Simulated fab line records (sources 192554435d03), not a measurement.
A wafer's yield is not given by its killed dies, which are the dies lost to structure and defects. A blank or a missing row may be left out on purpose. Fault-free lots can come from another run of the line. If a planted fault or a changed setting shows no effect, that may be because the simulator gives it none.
Split-lot experiment | flow n5-finfet | 7 lots, 39 wafers read, on a route of 1938 steps

== SPLIT DETAILS ==
At N5_HKMG_FIN_ETCH_31 (etches SiARC in CF4, target depth 45.5 nm, time 75.8 s), the setting bias-w was moved away from the recipe's 36 W on 12 of the 39 wafers read, by -17.4% to +14.9%. All remaining wafers had this setting at the recipe value.

The reading comes from the split's own step.

== THE READING ==
rf-vpp-V, in V, at N5_HKMG_FIN_ETCH_31 (etches SiARC in CF4, target depth 45.5 nm, time 75.8 s). Typical for fault-free wafers on this fab line: 184.6 V, with standard deviation 0.98 V.

wafer  | tool, chamber at the split | bias-w as run, W | against the recipe | rf-vpp-V, V | against lot-mates on the recipe
L077.1 | rie-diel-01, 3             | 36               | recipe             | 184.0       | -
L077.2 | rie-diel-01, 2             | 36               | recipe             | 183.3       | -
L077.3 | rie-diel-01, 1             | 36               | recipe             | 184.5       | -
L083.1 | rie-diel-02, 3             | 36               | recipe             | 183.2       | -
L083.2 | rie-diel-02, 1             | 31.01            | -13.9%             | 167.7       | -16.8
L083.3 | rie-diel-02, 2             | 36               | recipe             | 185.1       | -
L083.4 | rie-diel-02, 0             | 31.01            | -13.9%             | 168.7       | -15.8
L083.5 | rie-diel-02, 1             | 36               | recipe             | 185.2       | -
L083.6 | rie-diel-02, 0             | 31.01            | -13.9%             | 167.8       | -16.7
L087.1 | rie-diel-06, 1             | 29.72            | -17.4%             | 163.5       | -20.9
L087.2 | rie-diel-06, 2             | 29.72            | -17.4%             | 163.4       | -21.0
L087.3 | rie-diel-06, 0             | 36               | recipe             | 183.7       | -
L087.4 | rie-diel-06, 3             | 36               | recipe             | 185.4       | -
L087.5 | rie-diel-06, 3             | 36               | recipe             | 184.1       | -
L087.6 | rie-diel-06, 2             | 29.72            | -17.4%             | 163.0       | -21.4
L088.1 | rie-diel-06, 1             | 32.76            | -9.0%              | 175.1       | -8.7
L088.2 | rie-diel-06, 2             | 36               | recipe             | 184.1       | -
L088.3 | rie-diel-06, 0             | 36               | recipe             | 184.7       | -
L088.4 | rie-diel-06, 3             | 36               | recipe             | 182.5       | -
L088.5 | rie-diel-06, 2             | 32.76            | -9.0%              | 176.2       | -7.6
L088.6 | rie-diel-06, 1             | 32.76            | -9.0%              | 175.4       | -8.4
L089.1 | rie-diel-02, 1             | 36               | recipe             | 183.9       | -
L089.2 | rie-diel-02, 3             | 36               | recipe             | 184.1       | -
L089.3 | rie-diel-02, 2             | 36               | recipe             | 184.1       | -
L089.4 | rie-diel-02, 0             | 36               | recipe             | 184.5       | -
L089.5 | rie-diel-02, 1             | 36               | recipe             | 183.7       | -
L089.6 | rie-diel-02, 0             | 36               | recipe             | 185.1       | -
L094.1 | rie-diel-01, 0             | 36               | recipe             | 184.3       | -
L094.2 | rie-diel-01, 3             | 36               | recipe             | 185.0       | -
L094.3 | rie-diel-01, 1             | 36               | recipe             | 183.8       | -
L094.4 | rie-diel-01, 2             | 36               | recipe             | 183.2       | -
L094.5 | rie-diel-01, 3             | 36               | recipe             | 182.9       | -
L094.6 | rie-diel-01, 0             | 36               | recipe             | 185.3       | -
L095.1 | rie-diel-01, 1             | 36               | recipe             | 185.7       | -
L095.2 | rie-diel-01, 2             | 41.36            | +14.9%             | 200.6       | +15.8
L095.3 | rie-diel-01, 0             | 41.36            | +14.9%             | 201.7       | +16.9
L095.4 | rie-diel-01, 3             | 36               | recipe             | 184.5       | -
L095.5 | rie-diel-01, 2             | 36               | recipe             | 184.2       | -
L095.6 | rie-diel-01, 3             | 41.36            | +14.9%             | 200.8       | +16.0

THE FIT
A straight line over all 39 wafers: rf-vpp-V changes by +1.15 V for each +1% of bias-w; r = +0.99; the points scatter about the line by 0.9 V.
The same after taking each lot's own level away (the mean of its wafers on the recipe; 39 wafers): +1.14 V for each +1%; r = +0.99; scatter 0.99 V.
On that fit, the largest move of bias-w shifts the reading by 20 V.
The span of the lots' own levels, 183.77 to 184.80 V, comes to 1.1 times the standard deviation stated above.
So the lot-to-lot level changes the slope little: the two slopes agree.
Check: -19.8 V against its lot-mates is what the line predicts for one of the wafers moved furthest among these (-17.4%) when that wafer is left out of the fit. It came out at -20.9 V against them.
Tool readings at the split's step, against how far the setting was moved: rf-vpp-V r = +0.99.

== ADDITIONAL SPLITS CARRIED BY THESE WAFERS ==
Before the reading, these wafers also passed through other splits. Each is held against what the fit with the lots' levels taken away leaves over:
other split on the same wafers       | wafers away from the commonest value | r with rf-vpp-V (lot level and that fit taken away)
N5_DUMMY_GATE_ETCH_31 target-depth-a | 9                                    | -0.20
N5_DUMMY_GATE_ETCH_32 time-s         | 18                                   | -0.02
N5_HKMG_FIN_ETCH_54 bias-w           | 15                                   | -0.34

== FILE'S OWN FIT ==
rf-vpp-V changes by +1.14 V for each +1% of bias-w, r = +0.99.
